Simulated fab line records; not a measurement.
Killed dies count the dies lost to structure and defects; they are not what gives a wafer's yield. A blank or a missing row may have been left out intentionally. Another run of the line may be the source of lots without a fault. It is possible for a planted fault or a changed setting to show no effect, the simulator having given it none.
8D (eight disciplines) problem report, filled in by code + flow nandHarc + the parts of the form that need people (team, actions taken, sign-off) are left out

== 1. WHAT WENT WRONG ==
Wafers without a fault read 30, standard deviation 10; killedAtArray at NHARC_END_SORT_01 reads a mean of 111 on 6 wafers belonging to 2 lots. That puts it +8.1 standard deviations away from the usual mean.
First seen on wafer L861.2, day 24 08:30, on prober-02. The record has a number at this step for 6 wafers belonging to 2 lots. The rule behind "out" and "out of limits": a value lying over 4 standard deviations away from the usual mean. Any other wafer with a number is counted as sound.

== 2. WHAT IT IS; WHAT IT IS NOT ==
| question                    | is                        | is not                      |
|-----------------------------|---------------------------|-----------------------------|
| which readings at this step | killedAtArray, killedDies | killedOpen                  |
| which lots                  | L861, L864                | -                           |
| which wafers of those lots  | all that have a number    | -                           |
| read on which gauges        | prober-01, prober-02      | -                           |
| when                        | from day 24 08:30         | up to then (0 sound wafers) |

== 3. WHAT RULES OUT EACH SUSPECT ==
Counting: a tool at a process step up to the reading stays a suspect if it ran every lot that is out and no sound lot after the first of them.
- ruled out: the gauge at NHARC_END_SORT_01. The wafers that are out were read on 2 gauges (prober-01, prober-02).
- rieSi-06 at NHARC_A_CHANNEL_FILL_D1_ETCHBACK_19 (etches the open film in HBr/Cl2, target depth 5 nm, time 1.7 s): kept. It ran every lot that is out, first L861 (day 13 20:53), and no sound lot after that.
- plasmaAsher-01 at NHARC_THIN_TSV_STRIP_62 (strips in N2/H2, time 20 s): kept. It ran every lot that is out, first L861 (day 23 12:14), and no sound lot after that.
After counting, rieSi-06 at NHARC_A_CHANNEL_FILL_D1_ETCHBACK_19 and plasmaAsher-01 at NHARC_THIN_TSV_STRIP_62 remain.

== 4. THE CAUSE (what the simulator had put in) ==
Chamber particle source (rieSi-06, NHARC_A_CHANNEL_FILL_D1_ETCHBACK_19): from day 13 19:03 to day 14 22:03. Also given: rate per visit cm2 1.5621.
This tool is one of the 2 suspects left after counting.

== 5. THE EFFECT CHAIN, in route order ==
Each row: a reading where the mean over the struck wafers with a number is more than 3 standard deviations away from the usual. Readings are gone through only where the record gives a usual standard deviation; hours: the median, over the lots, of the time from a lot's start at the first step in this table giving one to that lot's start at this step; sigmas: the change measured in usual standard deviations.
| hours | step              | reading       | usual | on struck wafers | change | sigmas |
|-------|-------------------|---------------|-------|------------------|--------|--------|
| 0     | NHARC_END_SORT_01 | killedAtArray | 30    | 111              | +81    | +8.1   |
| 0     | NHARC_END_SORT_01 | killedDies    | 34    | 115              | +81    | +7.4   |

== 6. WHAT WOULD HAVE CAUGHT IT SOONER ==
The first out-of-limits reading at a measuring or inspecting step in this record came at day 24 08:30, 253 hours after the fault's start at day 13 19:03.
An alarm limit of 4 standard deviations would not have fired on the tool readings at NHARC_A_CHANNEL_FILL_D1_ETCHBACK_19 for which the record gives a usual standard deviation, since none of them was out on any struck wafer.
By day 24 08:30 the whole set of lots that are out, 2 in number, had already begun NHARC_A_CHANNEL_FILL_D1_ETCHBACK_19 on rieSi-06. Had the tool been put on hold then, not one of them would have been saved.
